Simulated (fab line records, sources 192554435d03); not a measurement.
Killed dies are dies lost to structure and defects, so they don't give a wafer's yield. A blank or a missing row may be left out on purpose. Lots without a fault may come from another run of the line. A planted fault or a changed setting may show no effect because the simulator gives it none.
Chamber matching | flow n5_finfet | N5_BEOL_M0_SAQP_DESCUM_19 on rie_diel-05: 4 sister chambers
The step chemistry O2, time 7.9 s. 4 wafers are shown with their chamber, then 8 later ones without.

WAFERS WITH THEIR CHAMBER
wafer  | chamber | drypump_motor_current_A (A)
L088.2 | 0       | 5.9
L092.2 | 1       | 5.2
L092.4 | 2       | 6.3
L093.1 | 3       | 4.7

WAFERS WITHOUT THEIR CHAMBER
wafer  | drypump_motor_current_A (A)
L093.3 | 5.9
L093.5 | 6.3
L096.2 | 4.7
L096.4 | 6.3
L096.6 | 5.8
L097.3 | 6.3
L097.5 | 6.3
L097.6 | 4.7

WHICH CHAMBER EACH WENT THROUGH
wafer  | from the rows above | in truth
L093.3 | 0                   | 0
L093.5 | 2                   | 2
L096.2 | 3                   | 3
L096.4 | 2                   | 2
L096.6 | 0                   | 0
L097.3 | 2                   | 2
L097.5 | 2                   | 2
L097.6 | 3                   | 3
Placed correctly: 8 of 8. Can't be placed from these rows: 0. Placed wrongly: 0.
How it was worked out, from the rows above alone: a wafer's distance from a chamber is the root of the sum, over the readings, of the square of ((its reading less the chamber's mean) divided by the reading's scatter). The wafer belongs to the nearest chamber; if the next one is less than 2 further off, it can't be placed. A chamber's mean is the mean of its shown wafers. The scatter: with one shown wafer a chamber, the root of the mean of the squares of how far each hidden wafer lies from its nearest shown one.
